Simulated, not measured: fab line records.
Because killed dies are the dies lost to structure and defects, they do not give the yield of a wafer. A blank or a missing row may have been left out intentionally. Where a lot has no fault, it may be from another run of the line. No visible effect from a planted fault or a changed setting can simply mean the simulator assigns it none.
Problem report, 8D (eight disciplines) form, completed by code | flow n5Finfet | the parts of the form that need people (team, actions taken, sign-off) are left out

1. THE ISSUE
Wafers without a fault read 49.999, standard deviation 0.015; beamEnergyKeV at N5_WELL_APT_IMPLANT_32 reads a mean of 76.921 on 6 wafers belonging to 2 lots. That is +99 or more standard deviations from the usual mean.
First seen on wafer L997.2, day 5 09:35, on implanter-02. The record has a number at this step for 18 wafers belonging to 6 lots. Rule for "out" (also "out of limits"): further than 4 standard deviations from the usual mean. The other wafers with a number count as sound.

2. WHAT THIS IS AND IS NOT
question                    | is                     | is not
which readings at this step | beamEnergyKeV          | -
which lots                  | L997, L999             | L983, L985, L995, L998
which wafers of those lots  | all that have a number | -
read on which tools         | implanter-02           | implanter-01
when                        | from day 5 09:35       | up to then (9 sound wafers); but 3 sound wafers of L998 came after

3. THE SUSPECTS, EACH WITH WHAT RULES IT OUT
Counting: any tool at a process step up to the reading is kept as a suspect provided that every lot that is out went through it and no sound lot did after the first of them.
- implanter-02 at N5_WELL_APT_IMPLANT_32: kept. All lots that are out passed through it, beginning with L997 at day 5 09:35, and no sound lot followed; its final sound lot before that point was L995 at day 4 21:26. Its own beamEnergyKeV readings are out on those wafers.
After counting, what remains is implanter-02 at N5_WELL_APT_IMPLANT_32.

4. THE CAUSE (what the simulator had put in)
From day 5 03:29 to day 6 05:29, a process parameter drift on implanter-02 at N5_WELL_APT_IMPLANT_32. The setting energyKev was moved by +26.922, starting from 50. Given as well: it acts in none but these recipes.
Counting left only this tool.

5. THE CHAIN OF EFFECTS, in route order
Each row: a reading whose mean over the struck wafers that have a number lies more than 3 standard deviations from the usual. Only readings for which the record gives a usual standard deviation are gone through. hours: the time from each lot's start at the first step in this table that gives one to its start at this step, as a median over the lots. sigmas: the change in usual standard deviations.
hours | step                   | reading       | usual  | on struck wafers | change  | sigmas
0     | N5_WELL_APT_IMPLANT_32 | beamEnergyKeV | 49.999 | 76.921           | +26.922 | +99 or more
Process steps it contains:
- N5_WELL_APT_IMPLANT_32

6. HOW IT WOULD HAVE BEEN CAUGHT EARLIER
In this record no reading fell out of limits until day 5 09:35, 6 hours after the fault had begun at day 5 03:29.
